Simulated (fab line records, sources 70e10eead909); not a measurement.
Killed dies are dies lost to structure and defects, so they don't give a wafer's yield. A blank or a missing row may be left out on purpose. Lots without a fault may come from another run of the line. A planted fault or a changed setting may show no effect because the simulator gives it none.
Chamber matching | flow nand_harc | NHARC_A_WL_FILL_ETCHBACK_26 on rie_si-05: 4 sister chambers
The step etches the open film in HBr, target depth 52 nm, time 13.3 s. 8 wafers are shown with their chamber, then 10 later ones without.

WAFERS WITH THEIR CHAMBER
wafer  | chamber | drypump_motor_current_A (A) | rf_fwd_power_W (W)
L077.5 | 2       | 4.8                         | 340.4
L079.4 | 2       | 4.9                         | 340.4
L080.4 | 1       | 5.6                         | 341.1
L082.1 | 3       | 6.5                         | 343.9
L082.3 | 0       | 5.9                         | 342.6
L082.5 | 3       | 6.5                         | 341.1
L086.1 | 0       | 5.9                         | 342.1
L086.5 | 1       | 5.6                         | 343.1

WAFERS WITHOUT THEIR CHAMBER
wafer  | drypump_motor_current_A (A) | rf_fwd_power_W (W)
L086.6 | 5.9                         | 343.4
L087.1 | 4.9                         | 342.8
L087.5 | 5.6                         | 341.5
L087.6 | 4.9                         | 341.6
L094.3 | 4.9                         | 342.2
L094.4 | 6.5                         | 344.3
L094.5 | 5.6                         | 343.3
L097.4 | 6.5                         | 344.2
L097.5 | 4.8                         | 343.2
L097.6 | 5.6                         | 343.7

WHICH CHAMBER EACH WENT THROUGH
wafer  | from the rows above | in truth
L086.6 | 0                   | 0
L087.1 | 2                   | 2
L087.5 | 1                   | 1
L087.6 | 2                   | 2
L094.3 | 2                   | 2
L094.4 | 3                   | 3
L094.5 | 1                   | 1
L097.4 | 3                   | 3
L097.5 | 2                   | 2
L097.6 | 1                   | 1
Placed correctly: 10 of 10. Can't be placed from these rows: 0. Placed wrongly: 0.
How it was worked out, from the rows above alone: a wafer's distance from a chamber is the root of the sum, over the readings, of the square of ((its reading less the chamber's mean) divided by the reading's scatter). The wafer belongs to the nearest chamber; if the next one is less than 2 further off, it can't be placed. A chamber's mean is the mean of its shown wafers. The scatter: the root of (the sum of the squares of (reading less its chamber's mean) over the shown wafers, divided by (wafers less chambers)).
